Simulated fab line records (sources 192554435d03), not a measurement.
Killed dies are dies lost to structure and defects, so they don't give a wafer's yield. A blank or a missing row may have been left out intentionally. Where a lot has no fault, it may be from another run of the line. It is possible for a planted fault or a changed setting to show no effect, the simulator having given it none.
Matching of chambers    flow n5_finfet    rie_diel-03 running N5_GATE_CUT_ETCH_58: 4 sister chambers
The step etches SiNx in CH3F/O2, target depth 17 nm, time 128.6 s. 20 wafers are shown with their chamber, then 10 later ones without.

## WAFERS, EACH WITH ITS CHAMBER
wafer   chamber  showerhead_plenum_p_Torr (Torr)  drypump_motor_current_A (A)  throttle_valve_pct (%)
L075.1  0        2.05                             5.61                         16.02
L075.3  2        2.14                             5.70                         15.93
L075.5  2        2.14                             5.68                         15.94
L083.3  0        2.05                             5.60                         16.05
L083.4  1        2.08                             6.31                         16.01
L083.6  3        1.94                             5.46                         16.39
L084.1  1        2.08                             6.37                         16.00
L084.4  3        1.94                             5.45                         16.41
L084.6  2        2.13                             5.71                         15.99
L085.2  2        2.14                             5.71                         15.98
L085.3  1        2.08                             6.34                         16.00
L085.4  0        2.04                             5.62                         16.07
L086.1  3        1.94                             5.44                         16.41
L086.2  1        2.08                             6.33                         16.01
L086.3  0        2.04                             5.60                         16.06
L087.1  1        2.08                             6.33                         16.01
L087.4  2        2.13                             5.71                         15.99
L087.5  3        1.94                             5.44                         16.39
L089.3  2        2.13                             5.73                         15.98
L089.4  0        2.04                             5.60                         16.08

SIGNATURES (means of the wafers above)
reading                   chamber 0  chamber 1  chamber 2  chamber 3  scatter within a chamber
showerhead_plenum_p_Torr  2.0440     2.0800     2.1350     1.9400     0.00411
drypump_motor_current_A   5.6060     6.3360     5.7067     5.4475     0.0155
throttle_valve_pct        16.0560    16.0060    15.9683    16.4000    0.0196
Rule: a wafer's distance from a chamber is the root of the sum, over the readings, of the square of ((its reading less the chamber's mean) divided by the reading's scatter). If the next closest chamber is less than 2 further off than the closest, the wafer can't be placed; otherwise it belongs to the closest. How the scatter is found: for the shown wafers, subtract from each reading the mean of its chamber, square and add these, divide the total by (wafers less chambers), then take the root.

## WAFERS MISSING THEIR CHAMBER
wafer   showerhead_plenum_p_Torr (Torr)  drypump_motor_current_A (A)  throttle_valve_pct (%)
L089.6  2.13                             5.71                         15.99
L096.1  1.93                             5.45                         16.43
L096.2  2.04                             5.63                         16.11
L096.3  2.07                             6.31                         16.05
L096.4  2.13                             5.70                         16.02
L096.5  2.13                             5.72                         16.02
L096.6  2.08                             6.31                         16.03
L097.2  1.93                             5.47                         16.44
L097.3  2.13                             5.71                         16.02
L097.5  2.04                             5.62                         16.11

## CHAMBER TAKEN BY EACH
wafer   from the rows above  in truth
L089.6  2                    2
L096.1  3                    3
L096.2  0                    0
L096.3  1                    1
L096.4  2                    2
L096.5  2                    2
L096.6  1                    1
L097.2  3                    3
L097.3  2                    2
L097.5  0                    0
Correctly placed: 10 of 10. Not placeable from these rows: 0. Number placed wrongly: 0.
